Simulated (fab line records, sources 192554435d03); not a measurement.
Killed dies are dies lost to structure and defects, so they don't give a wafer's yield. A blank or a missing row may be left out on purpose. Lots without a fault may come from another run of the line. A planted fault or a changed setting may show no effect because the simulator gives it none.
Split-lot experiment | flow n5_finfet | 7 lots, 21 wafers read, on a route of 1938 steps

THE SPLIT
At N5_BEOL_M10_ILD_DEP_00 (deposits SiCOH lowk from DEMS/porogen, target thk 308.51 nm, time 58 s), the setting time_s was moved away from the recipe's 58 s on 7 of the 21 wafers read, by -14.2% to +12.6%. The other wafers ran this setting at the recipe's value.

FROM THE SPLIT TO THE READING: what the file shows between them, 1 step
- N5_BEOL_M10_CURE_71: cures SiCOH lowk, time 240 s

THE READING
M10_ILD_THK, in nm, at N5_BEOL_M10_THK_MEAS_01. Fault-free wafers of this fab line usually give 268 nm, standard deviation 3.5 nm.

wafer  | tool, chamber at the split | time_s as run, s | against the recipe | M10_ILD_THK, nm | against lot-mates on the recipe
L079.1 | pecvd-02, 0                | 58               | recipe             | 264             | -
L079.2 | pecvd-02, 1                | 65.31            | +12.6%             | 294             | +30
L079.3 | pecvd-02, 2                | 58               | recipe             | 263             | -
L080.3 | pecvd-02, 2                | 58               | recipe             | 264             | -
L080.4 | pecvd-02, 1                | 58               | recipe             | 264             | -
L080.6 | pecvd-02, 0                | 58               | recipe             | 271             | -
L082.2 | pecvd-04, 0                | 58               | recipe             | 266             | -
L082.3 | pecvd-04, 1                | 54.74            | -5.6%              | 250             | -18
L082.4 | pecvd-04, 1                | 58               | recipe             | 271             | -
L081.1 | pecvd-04, 0                | 58               | recipe             | 267             | -
L081.4 | pecvd-04, 2                | 53.95            | -7.0%              | 250             | -17
L081.6 | pecvd-04, 1                | 53.95            | -7.0%              | 253             | -14
L088.3 | pecvd-03, 0                | 49.74            | -14.2%             | 232             | -42
L088.4 | pecvd-03, 1                | 49.74            | -14.2%             | 237             | -37
L088.6 | pecvd-03, 2                | 58               | recipe             | 274             | -
L097.4 | pecvd-04, 1                | 54.36            | -6.3%              | 253             | -18
L097.5 | pecvd-04, 0                | 58               | recipe             | 270             | -
L097.6 | pecvd-04, 2                | 58               | recipe             | 272             | -
L096.1 | pecvd-04, 0                | 58               | recipe             | 264             | -
L096.5 | pecvd-04, 0                | 58               | recipe             | 269             | -
L096.6 | pecvd-04, 0                | 58               | recipe             | 268             | -

THE FIT
A straight line over all 21 wafers: M10_ILD_THK changes by +2.28 nm for each +1% of time_s; r = +0.97; the points scatter about the line by 3.3 nm.
The same after taking each lot's own level away (the mean of its wafers on the recipe; 21 wafers): +2.63 nm for each +1%; r = +0.99; scatter 2.6 nm.
On that fit, the largest move of time_s shifts the reading by 38 nm.
The lots' own levels span 263.5 to 274.0 nm, that is 3.0 times the standard deviation above.
So the lot-to-lot level changes the slope: the two fits differ.
Check: with one of the wafers moved furthest among these (-14.2%) left out of the fit, the line predicts -36.2 nm for it against its lot-mates. It came out at -42 nm against them.

THE WHOLE CHAIN: every reading that the file lists as answering this split, in the file's order
step                    | what it does                                                           | reading                                                                                   | change (the file's fit)              | r (the file's)
N5_BEOL_M10_ILD_DEP_00  | deposits SiCOH lowk from DEMS/porogen, target thk 308.51 nm, time 58 s | SiCOH_lowk_of_BEOL_M10_ILD_DEP_00.thk_nm (the simulator's own value, which no gauge read) | +3.01 nm for each +1% of the setting | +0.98
N5_BEOL_M10_CURE_71     | cures SiCOH lowk, time 240 s                                           | SiCOH_lowk_of_BEOL_M10_ILD_DEP_00.thk_nm (the simulator's own value, which no gauge read) | +2.67 nm for each +1% of the setting | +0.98
N5_BEOL_M10_THK_MEAS_01 |                                                                        | M10_ILD_THK                                                                               | +2.66 for each +1% of the setting    | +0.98

THE FILE'S OWN FIT
M10_ILD_THK changes by +2.66 nm for each +1% of time_s, r = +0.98.
